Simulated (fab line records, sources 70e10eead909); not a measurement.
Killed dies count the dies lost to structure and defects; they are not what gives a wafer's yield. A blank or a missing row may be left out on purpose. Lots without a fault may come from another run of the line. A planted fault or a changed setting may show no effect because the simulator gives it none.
A struck lot beside a sound one	flow nand-harc	39 steps out of a route of 1302
Sound: these wafers, L100.3, L100.4, L100.6. Struck: wafer L115.5. (L115.2, L115.6 of the same lot were not struck and are left out.) The cause comes at the end.
Order at every step that has rows: each side's tool, ch and its chambers, its first start. Under that, the readings that differ: sound wafers	struck wafers	difference of the means	sigmas: that difference in standard deviations of wafers without a fault.
alike: readings whose means differ by less than 2 such deviations, and words and numbers that are the same on both sides. not compared: withheld readings, readings that some wafer has no value for, bounds like >300 that may hide the same value, and numbers for which the record gives no deviation and whose values overlap.
A row with sigmas, a row that says differs or no value, or rows on one side alone: a step with any of these is where the two part. Numbers that don't overlap but have no deviation are shown without sigmas and don't part them. A reading missing from all wafers of one side parts the sides only when that side holds two or more wafers.

first, 8 steps without rows for these wafers: NHARC_P_BONDPAD_HMDS_02 (time 30 s); NHARC_P_BONDPAD_COAT_36 (time 65 s); NHARC_P_BONDPAD_COAT_03 (resist thk 600 nm); NHARC_P_BONDPAD_SOFTBAKE_04 (time 70 s); NHARC_P_BONDPAD_EBR_05; NHARC_P_BONDPAD_EXPOSE_06 (exposes mask P BPAD); NHARC_P_BONDPAD_PEB_07 (peb time 80 s); NHARC_P_BONDPAD_DEVELOP_08 (time 50 s).
NHARC_P_BONDPAD_CD_MEAS_09: the cd target is 500 nm.
  sound on cd-sem-03 ch 0, day 7 01:46; struck on cd-sem-03 ch 0, day 13 09:18
  alike: cd-nm
NHARC_P_BONDPAD_OVL_MEAS_38:
  sound on overlay-01 at day 7 01:52; struck on overlay-01 at day 13 09:23
reading	sound	struck	difference	sigmas
overlay-x-nm (nm)	-6 -6 -6	11	+17	+3
overlay-y-nm (nm)	11 10 11	-2	-13	-3
then, 1 step without rows for these wafers: NHARC_P_BONDPAD_HARDBAKE_10 (time 65 s).
NHARC_P_BONDPAD_DESCUM_11: chemistry O2, time 3 s.
  sound on rie-diel-11 ch 0,1,2, day 7 02:00; struck on rie-diel-11 ch 2, day 13 09:32
  alike: drypump-motor-current-A, oes-product-au, rf-vpp-V, showerhead-plenum-p-Torr, throttle-valve-pct
  not compared: rf-hours-counter-h
NHARC_P_BONDPAD_ETCH_37: etches the open film in N2/H2, target depth 60 nm, overetch 18 nm, time 65.91 s.
  sound on rie-diel-11 ch 1,2, day 7 02:04; struck on rie-diel-11 ch 2, day 13 09:38
  alike: drypump-motor-current-A, h2-flow-sccm, oes-product-au, rf-vpp-V, showerhead-plenum-p-Torr, throttle-valve-pct
  not compared: rf-hours-counter-h
then, 1 step without rows for these wafers: NHARC_P_BONDPAD_ETCH_12 (etches the open film in CHF3/O2, target depth 200 nm, time 100 s).
NHARC_P_BONDPAD_CD_MEAS_13:
  sound on cd-sem-03 at day 7 02:18; struck on cd-sem-01 at day 13 09:53
  alike: cd-nm
NHARC_P_BONDPAD_STRIP_15: strips in O2.
  sound on rie-diel-08 ch 0,1,3, day 7 02:23; struck on rie-diel-05 ch 1, day 13 09:59
reading	sound	struck	difference	sigmas
oes-product-au (a.u.)	1.012 0.995 1.025	0.976	-0.035	-2
  alike: drypump-motor-current-A, rf-vpp-V, showerhead-plenum-p-Torr, throttle-valve-pct
  not compared: rf-hours-counter-h
then, 2 steps without rows for these wafers: NHARC_P_BONDPAD_ETCH_24 (etches the open film in CF4/N2, target depth 30 nm, time 72.99 s); NHARC_P_BONDPAD_STRIP_16 (strips in post etch residue remover, time 600 s).
NHARC_P_BONDPAD_DEGAS_25: time 60 s.
  sound on pvd-sputter-01 at day 7 02:56; struck on pvd-sputter-01 at day 13 10:31
  alike: heater-power-w
then, 5 steps without rows for these wafers: NHARC_P_BONDPAD_PRE_CLEAN_26 (time 30 s); NHARC_P_BONDPAD_PVD_17 (deposits TaN, target thk 5 nm, time 8.06 s); NHARC_P_BONDPAD_PVD_27 (deposits Cu, target thk 30 nm, time 20.49 s); NHARC_P_BONDPAD_ECD_18 (material Cu, target thk 400 nm); NHARC_P_BONDPAD_ANNEAL_28 (time 90 s).
NHARC_P_BONDPAD_CMP_19: polishes, t overpolish 30 s, cu recess touch 16 s, target thk 160.81 nm.
  sound on cmp-02 ch 0,3, day 7 04:04; struck on cmp-02 ch 3, day 13 11:41
  alike: motor-current-A, overpolish-run-s
NHARC_P_BONDPAD_THK_MEAS_20: measures by xrf.
  sound on film-metro-01 at day 7 04:22; struck on film-metro-02 at day 13 11:55
  alike: thk-nm
then, 1 step without rows for these wafers: NHARC_P_BONDPAD_SRD_21 (time 30 s, dry time 20 s).
NHARC_P_BONDPAD_ACTIVATE_29: chemistry N2, time 60 s.
  sound on rie-diel-08 ch 0,1, day 7 04:38; struck on rie-diel-11 ch 0, day 13 12:11
  alike: drypump-motor-current-A, oes-product-au, rf-vpp-V, showerhead-plenum-p-Torr
  not compared: rf-hours-counter-h
then, 10 steps without rows for these wafers: NHARC_P_BONDPAD_PRECLEAN_30 (cleans in DIW, time 300 s); NHARC_P_BONDPAD_SRD_31 (time 30 s, dry time 20 s); NHARC_A_ZERO_WELL_PRECLEAN_00 (cleans in SPM, time 600 s); NHARC_A_ZERO_WELL_SRD_01; NHARC_A_ZERO_WELL_DEHYDRATE_02 (time 120 s); NHARC_A_ZERO_WELL_HMDS_03 (time 30 s); NHARC_A_ZERO_WELL_COAT_18 (time 65 s); NHARC_A_ZERO_WELL_COAT_04 (resist thk 600 nm); NHARC_A_ZERO_WELL_SOFTBAKE_05 (time 70 s); NHARC_A_ZERO_WELL_EBR_06.
-- record jumps: 17 days between struck wafers' starts before vs after; left off in module A_ZERO_WELL, resumes in module END, first step shown is number 1302 of the route --
NHARC_END_SORT_01:
  only the struck wafers appear in the record here, on prober-01 ch 0 at day 30 21:18; the sound ones have no rows

## WHERE THEY PART
Earliest at NHARC_P_BONDPAD_OVL_MEAS_38; latest, in this record, at NHARC_END_SORT_01.

WHY: what the simulator had put in
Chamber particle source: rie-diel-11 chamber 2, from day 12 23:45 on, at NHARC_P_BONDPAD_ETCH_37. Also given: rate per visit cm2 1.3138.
